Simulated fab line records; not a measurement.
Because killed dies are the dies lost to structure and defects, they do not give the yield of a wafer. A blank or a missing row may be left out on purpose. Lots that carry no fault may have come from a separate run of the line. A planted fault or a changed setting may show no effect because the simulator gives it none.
Chamber matching	flow nand harc	4 sister chambers for NHARC_A_STAIRCASE_ETCH_230 on rie diel-12
The step etches the open film in C4F8/O2, target depth 100 nm, time 40.5 s. 4 wafers are shown with their chamber, then 9 later ones without.

WAFERS PAIRED WITH THEIR CHAMBERS
wafer	chamber	rf vpp V (V)
L581.5	0	888
L585.1	1	893
L585.4	2	893
L585.5	3	893

WAFERS MISSING THEIR CHAMBER
wafer	rf vpp V (V)
L588.1	887
L588.3	893
L588.4	893
L592.1	893
L592.2	893
L592.4	889
L591.1	894
L591.3	892
L591.5	887

CHAMBER TAKEN BY EACH
wafer	from the rows above	in truth
L588.1	0	0
L588.3	can't be placed: 1 or 2 or 3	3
L588.4	can't be placed: 1 or 2 or 3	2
L592.1	can't be placed: 1 or 2 or 3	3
L592.2	can't be placed: 1 or 2 or 3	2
L592.4	0	0
L591.1	can't be placed: 1 or 2 or 3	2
L591.3	can't be placed: 1 or 2 or 3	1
L591.5	0	0
Correctly placed: 3 of 9. Unplaceable from these rows: 6, with the true chamber sitting among the candidates in 6. 0 placed wrongly.
How it was worked out, from the rows above alone: a wafer's distance from a chamber is the root of the sum, over the readings, of the square of ((its reading less the chamber's mean) divided by the reading's scatter). If the next closest chamber is less than 2 further off than the closest, the wafer can't be placed; otherwise it belongs to the closest. For every chamber, the mean is computed from those of its wafers that are shown. The scatter: with one shown wafer a chamber, the root of the mean of the squares of how far each hidden wafer lies from its nearest shown one.
